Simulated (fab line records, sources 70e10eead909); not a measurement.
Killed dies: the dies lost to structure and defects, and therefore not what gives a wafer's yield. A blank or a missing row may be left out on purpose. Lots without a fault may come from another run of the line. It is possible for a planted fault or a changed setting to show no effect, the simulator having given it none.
Chamber matching / flow nandHarc / rieDiel-04 running NHARC_P_ZERO_WELL_DESCUM_26: 4 sister chambers
The step chemistry O2, time 3 s. 7 wafers are shown with their chamber, then 7 later ones without.

== WAFERS WITH THEIR CHAMBER ==
wafer=L549.2; chamber=2; showerheadPlenumPTorr (Torr)=1.85; drypumpMotorCurrentA (A)=6.6
wafer=L549.5; chamber=0; showerheadPlenumPTorr (Torr)=1.95; drypumpMotorCurrentA (A)=6.5
wafer=L551.2; chamber=1; showerheadPlenumPTorr (Torr)=1.93; drypumpMotorCurrentA (A)=5.8
wafer=L551.4; chamber=3; showerheadPlenumPTorr (Torr)=1.84; drypumpMotorCurrentA (A)=5.6
wafer=L551.6; chamber=1; showerheadPlenumPTorr (Torr)=1.93; drypumpMotorCurrentA (A)=5.8
wafer=L554.3; chamber=2; showerheadPlenumPTorr (Torr)=1.84; drypumpMotorCurrentA (A)=6.7
wafer=L554.4; chamber=3; showerheadPlenumPTorr (Torr)=1.83; drypumpMotorCurrentA (A)=5.6

== WAFERS WITHOUT THEIR CHAMBER ==
wafer=L554.5; showerheadPlenumPTorr (Torr)=1.95; drypumpMotorCurrentA (A)=6.4
wafer=L565.1; showerheadPlenumPTorr (Torr)=1.91; drypumpMotorCurrentA (A)=5.8
wafer=L565.2; showerheadPlenumPTorr (Torr)=1.94; drypumpMotorCurrentA (A)=6.5
wafer=L565.5; showerheadPlenumPTorr (Torr)=1.94; drypumpMotorCurrentA (A)=6.5
wafer=L566.1; showerheadPlenumPTorr (Torr)=1.82; drypumpMotorCurrentA (A)=5.6
wafer=L566.2; showerheadPlenumPTorr (Torr)=1.91; drypumpMotorCurrentA (A)=5.8
wafer=L566.5; showerheadPlenumPTorr (Torr)=1.91; drypumpMotorCurrentA (A)=5.8

== WHICH CHAMBER EACH WENT THROUGH ==
wafer=L554.5; from the rows above=0; in truth=0
wafer=L565.1; from the rows above=1; in truth=1
wafer=L565.2; from the rows above=0; in truth=0
wafer=L565.5; from the rows above=0; in truth=0
wafer=L566.1; from the rows above=3; in truth=3
wafer=L566.2; from the rows above=1; in truth=1
wafer=L566.5; from the rows above=1; in truth=1
Correctly placed: 7 of 7. From these rows, 0 cannot be placed. Placed wrongly: 0.
How it was worked out, from the rows above alone: a wafer's distance from a chamber is the root of the sum, over the readings, of the square of ((its reading less the chamber's mean) divided by the reading's scatter). If the next closest chamber is less than 2 further off than the closest, the wafer can't be placed; otherwise it belongs to the closest. Each chamber's mean is taken over the wafers shown for it. The scatter: the root of (the sum of the squares of (reading less its chamber's mean) over the shown wafers, divided by (wafers less chambers)).
